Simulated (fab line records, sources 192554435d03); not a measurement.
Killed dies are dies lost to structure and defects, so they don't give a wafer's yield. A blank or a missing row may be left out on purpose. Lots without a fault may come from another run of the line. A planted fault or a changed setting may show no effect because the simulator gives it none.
Split-lot experiment | flow n5_finfet | 7 lots, 39 wafers read, on a route of 1938 steps

THE SPLIT
At N5_BEOL_M12_ILD_DEP_00 (deposits SiOC from DEMS/O2, target thk 658.92 nm, time 130.7 s), the setting target_thk_a was moved away from the recipe's 6589.2 angstrom on 12 of the 39 wafers read, by -50.7% to -31.0%. The other wafers ran this setting at the recipe's value.

FROM THE SPLIT TO THE READING: what the file shows between them, 6 steps
- N5_BEOL_M12_THK_MEAS_01
- N5_BEOL_M12_COAT_58: time 60 s, resist thk 89 nm
- N5_BEOL_M12_COAT_04: resist thk 400 nm
- N5_BEOL_M12_DESCUM_15: chemistry O2, time 7.9 s
- N5_BEOL_M12_ETCH_59: etches BARC in N2/H2, target depth 89 nm, overetch 26.7 nm, time 67.9 s
- N5_BEOL_M12_VIA_ETCH_16: etches SiOC in C4F8/O2/Ar, target depth 724.8 nm

THE READING
oes_product_au, in a.u., at N5_BEOL_M12_STRIP_63 (strips in N2/H2). Fault-free wafers of this fab line usually give 0.693 a.u., standard deviation 0.0048 a.u..

wafer  | tool, chamber at the split | target_thk_a as run, angstrom | against the recipe | oes_product_au, a.u. | against lot-mates on the recipe
L076.1 | pecvd-02, 0                | 3493                          | -47.0%             | 0.800                | +0.107
L076.2 | pecvd-02, 2                | 3493                          | -47.0%             | 0.811                | +0.118
L076.3 | pecvd-02, 1                | 6589.2                        | recipe             | 0.689                | -
L076.4 | pecvd-02, 1                | 6589.2                        | recipe             | 0.690                | -
L076.5 | pecvd-02, 0                | 6589.2                        | recipe             | 0.701                | -
L076.6 | pecvd-02, 2                | 3493                          | -47.0%             | 0.804                | +0.111
L083.3 | pecvd-03, 2                | 6589.2                        | recipe             | 0.701                | -
L083.4 | pecvd-03, 0                | 6589.2                        | recipe             | 0.690                | -
L083.6 | pecvd-03, 1                | 6589.2                        | recipe             | 0.704                | -
L080.1 | pecvd-03, 1                | 6589.2                        | recipe             | 0.702                | -
L080.2 | pecvd-03, 0                | 3251                          | -50.7%             | 0.825                | +0.132
L080.3 | pecvd-03, 2                | 6589.2                        | recipe             | 0.686                | -
L080.4 | pecvd-03, 2                | 3251                          | -50.7%             | 0.825                | +0.132
L080.5 | pecvd-03, 1                | 6589.2                        | recipe             | 0.690                | -
L080.6 | pecvd-03, 0                | 3251                          | -50.7%             | 0.813                | +0.120
L086.1 | pecvd-03, 2                | 6589.2                        | recipe             | 0.695                | -
L086.2 | pecvd-03, 0                | 6589.2                        | recipe             | 0.694                | -
L086.3 | pecvd-03, 1                | 4547                          | -31.0%             | 0.742                | +0.049
L086.4 | pecvd-03, 2                | 4547                          | -31.0%             | 0.741                | +0.048
L086.5 | pecvd-03, 0                | 4547                          | -31.0%             | 0.727                | +0.034
L086.6 | pecvd-03, 1                | 6589.2                        | recipe             | 0.690                | -
L091.1 | pecvd-02, 2                | 6589.2                        | recipe             | 0.702                | -
L091.2 | pecvd-02, 0                | 6589.2                        | recipe             | 0.695                | -
L091.3 | pecvd-02, 0                | 6589.2                        | recipe             | 0.689                | -
L091.4 | pecvd-02, 2                | 6589.2                        | recipe             | 0.698                | -
L091.5 | pecvd-02, 2                | 6589.2                        | recipe             | 0.700                | -
L091.6 | pecvd-02, 0                | 6589.2                        | recipe             | 0.694                | -
L092.1 | pecvd-03, 1                | 6589.2                        | recipe             | 0.686                | -
L092.2 | pecvd-03, 0                | 6589.2                        | recipe             | 0.693                | -
L092.3 | pecvd-03, 2                | 6589.2                        | recipe             | 0.687                | -
L092.4 | pecvd-03, 0                | 6589.2                        | recipe             | 0.691                | -
L092.5 | pecvd-03, 2                | 6589.2                        | recipe             | 0.691                | -
L092.6 | pecvd-03, 1                | 6589.2                        | recipe             | 0.689                | -
L095.1 | pecvd-01, 1                | 6589.2                        | recipe             | 0.695                | -
L095.2 | pecvd-01, 0                | 6589.2                        | recipe             | 0.689                | -
L095.3 | pecvd-01, 2                | 4329                          | -34.3%             | 0.736                | +0.043
L095.4 | pecvd-01, 2                | 4329                          | -34.3%             | 0.736                | +0.043
L095.5 | pecvd-01, 1                | 6589.2                        | recipe             | 0.696                | -
L095.6 | pecvd-01, 0                | 4329                          | -34.3%             | 0.757                | +0.064

THE FIT
A straight line over all 39 wafers: oes_product_au changes by -0.00217 a.u. for each +1% of target_thk_a; r = -0.96; the points scatter about the line by 0.013 a.u..
The same after taking each lot's own level away (the mean of its wafers on the recipe; 39 wafers): -0.00218 a.u. for each +1%; r = -0.96; scatter 0.013 a.u..
On that fit, the largest move of target_thk_a shifts the reading by 0.11 a.u..
The lots' own levels span 0.6895 to 0.6983 a.u., that is 1.8 times the standard deviation above.
So the lot-to-lot level changes the slope little: the two slopes agree.
Check: with one of the wafers moved furthest among these (-50.7%) left out of the fit, the line predicts +0.105 a.u. for it against its lot-mates. It came out at +0.132 a.u. against them.

THE WHOLE CHAIN: every reading that the file lists as answering this split, in the file's order
step                    | what it does                                                   | reading                                                                             | change (the file's fit)                   | r (the file's)
N5_BEOL_M12_ILD_DEP_00  | deposits SiOC from DEMS/O2, target thk 658.92 nm, time 130.7 s | SiOC_of_BEOL_M12_ILD_DEP_00.thk_nm (the simulator's own value, which no gauge read) | +6.55 nm for each +1% of the setting      | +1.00
N5_BEOL_M12_THK_MEAS_01 |                                                                | M12_ILD_THK                                                                         | +6.55 for each +1% of the setting         | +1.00
N5_BEOL_M12_VIA_ETCH_16 | etches SiOC in C4F8/O2/Ar, target depth 724.8 nm               | etch.depth_nm (the simulator's own value, which no gauge read)                      | +6.55 nm for each +1% of the setting      | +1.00
N5_BEOL_M12_VIA_ETCH_16 | etches SiOC in C4F8/O2/Ar, target depth 724.8 nm               | coat_of_BEOL_M12_COAT_04.thk_nm (the simulator's own value, which no gauge read)    | -1.92 nm for each +1% of the setting      | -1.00
N5_BEOL_M12_STRIP_63    | strips in N2/H2                                                | oes_product_au                                                                      | -0.00214 a.u. for each +1% of the setting | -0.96
N5_BEOL_M12_STRIP_63    | strips in N2/H2                                                | strip_time_to_endpoint_s                                                            | withheld for each +1% of the setting      | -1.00

THE FILE'S OWN FIT
oes_product_au changes by -0.00214 a.u. for each +1% of target_thk_a, r = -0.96.
